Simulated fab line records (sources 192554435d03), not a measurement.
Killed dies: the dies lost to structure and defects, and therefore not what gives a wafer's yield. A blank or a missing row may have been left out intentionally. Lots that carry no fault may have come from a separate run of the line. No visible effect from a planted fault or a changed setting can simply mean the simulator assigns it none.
Split-lot trial | flow n5_finfet | 39 wafers read from 7 lots, route of 1938 steps

== ON THE SPLIT ==
At N5_GATE_CUT_ETCH_58 (etches SiNx in CH3F/O2, target depth 17 nm, time 128.6 s), the setting target_depth_a was moved away from the recipe's 170 angstrom on 18 of the 39 wafers read, by -11.8% to +10.7%. All remaining wafers had this setting at the recipe value.

Reading taken at the split's own step.

== THE READING ==
etch.depth_nm (the simulator's own value, which no gauge read), in nm, at N5_GATE_CUT_ETCH_58 (etches SiNx in CH3F/O2, target depth 17 nm, time 128.6 s). The file does not state a usual value for it. Across the 21 wafers here that went through the recipe, the average is 16.67 nm and the standard deviation 0.29 nm.

wafer  | tool, chamber at the split | target_depth_a as run, angstrom | against the recipe | etch.depth_nm, nm | against lot-mates on the recipe
L078.1 | rie_diel-03, 0             | 163.4                           | -3.9%              | 16.13             | -0.70
L078.2 | rie_diel-03, 1             | 170                             | recipe             | 16.26             | -
L078.3 | rie_diel-03, 2             | 170                             | recipe             | 17.36             | -
L078.4 | rie_diel-03, 3             | 163.4                           | -3.9%              | 15.79             | -1.04
L078.5 | rie_diel-03, 0             | 170                             | recipe             | 16.86             | -
L078.6 | rie_diel-03, 3             | 163.4                           | -3.9%              | 15.81             | -1.02
L082.1 | rie_diel-03, 3             | 170                             | recipe             | 16.26             | -
L082.2 | rie_diel-03, 1             | 170                             | recipe             | 16.24             | -
L082.3 | rie_diel-03, 0             | 170                             | recipe             | 16.49             | -
L082.4 | rie_diel-03, 3             | 188.2                           | +10.7%             | 18.08             | +1.75
L082.5 | rie_diel-03, 0             | 188.2                           | +10.7%             | 18.47             | +2.14
L082.6 | rie_diel-03, 1             | 188.2                           | +10.7%             | 17.97             | +1.64
L083.1 | rie_diel-03, 1             | 170                             | recipe             | 16.49             | -
L083.2 | rie_diel-03, 0             | 170                             | recipe             | 16.81             | -
L083.3 | rie_diel-03, 3             | 149.9                           | -11.8%             | 14.52             | -2.09
L083.4 | rie_diel-03, 3             | 149.9                           | -11.8%             | 14.52             | -2.09
L083.5 | rie_diel-03, 0             | 149.9                           | -11.8%             | 14.73             | -1.88
L083.6 | rie_diel-03, 1             | 170                             | recipe             | 16.52             | -
L087.1 | rie_diel-03, 3             | 161.4                           | -5.1%              | 15.49             | -1.08
L087.2 | rie_diel-03, 1             | 170                             | recipe             | 16.44             | -
L087.3 | rie_diel-03, 0             | 170                             | recipe             | 16.83             | -
L087.4 | rie_diel-03, 0             | 161.4                           | -5.1%              | 15.92             | -0.65
L087.5 | rie_diel-03, 1             | 170                             | recipe             | 16.43             | -
L087.6 | rie_diel-03, 3             | 161.4                           | -5.1%              | 15.47             | -1.10
L089.1 | rie_diel-04, 1             | 170                             | recipe             | 16.64             | -
L089.2 | rie_diel-04, 0             | 170                             | recipe             | 16.72             | -
L089.3 | rie_diel-04, 3             | 170                             | recipe             | 16.87             | -
L089.4 | rie_diel-04, 2             | 182.3                           | +7.2%              | 18.56             | +1.82
L089.5 | rie_diel-04, 3             | 182.3                           | +7.2%              | 18.03             | +1.29
L089.6 | rie_diel-04, 0             | 182.3                           | +7.2%              | 18                | +1.26
L090.1 | rie_diel-04, 3             | 170                             | recipe             | 16.87             | -
L090.2 | rie_diel-04, 1             | 170                             | recipe             | 16.49             | -
L090.3 | rie_diel-04, 2             | 154.8                           | -8.9%              | 15.65             | -1.17
L090.4 | rie_diel-04, 0             | 154.8                           | -8.9%              | 15.19             | -1.63
L090.5 | rie_diel-04, 2             | 170                             | recipe             | 17.1              | -
L090.6 | rie_diel-04, 1             | 154.8                           | -8.9%              | 15.11             | -1.71
L097.2 | rie_diel-03, 0             | 170                             | recipe             | 16.91             | -
L097.5 | rie_diel-03, 0             | 170                             | recipe             | 16.94             | -
L097.6 | rie_diel-03, 3             | 170                             | recipe             | 16.54             | -

THE FIT
A straight line over all 39 wafers: etch.depth_nm changes by +0.168 nm for each +1% of target_depth_a; r = +0.96; the points scatter about the line by 0.3 nm.
The same after taking each lot's own level away (the mean of its wafers on the recipe; 39 wafers): +0.177 nm for each +1%; r = +0.97; scatter 0.24 nm.
According to that fit, moving target_depth_a by its largest amount changes the reading by 2.1 nm.
The lots' own levels span 16.330 to 16.827 nm, that is 1.7 times the standard deviation above.
The two slopes agree, so the slope changes little with the lot-to-lot level.
Check: for one of the wafers moved furthest among these (-11.8%), held out of the fit, the line's prediction against its lot-mates is -2.1 nm. It came out at -2.09 nm against them.

== OTHER SPLITS ON THESE WAFERS ==
Before the reading, these wafers also passed through other splits. Each is held against what the fit with the lots' levels taken away leaves over:
other split on the same wafers               | wafers away from the commonest value | r with etch.depth_nm (lot level and that fit taken away)
N5_FIN_SAQP_ETCH_34 source_w                 | 15                                   | +0.01
N5_FIN_CUT_CUT_ETCH_26 source_w              | 12                                   | +0.28
N5_STI_FIN_REVEAL_ETCHBACK_08 target_depth_a | 18                                   | -0.07

== FILE'S OWN FIT ==
etch.depth_nm changes by +0.177 nm for each +1% of target_depth_a, r = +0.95.
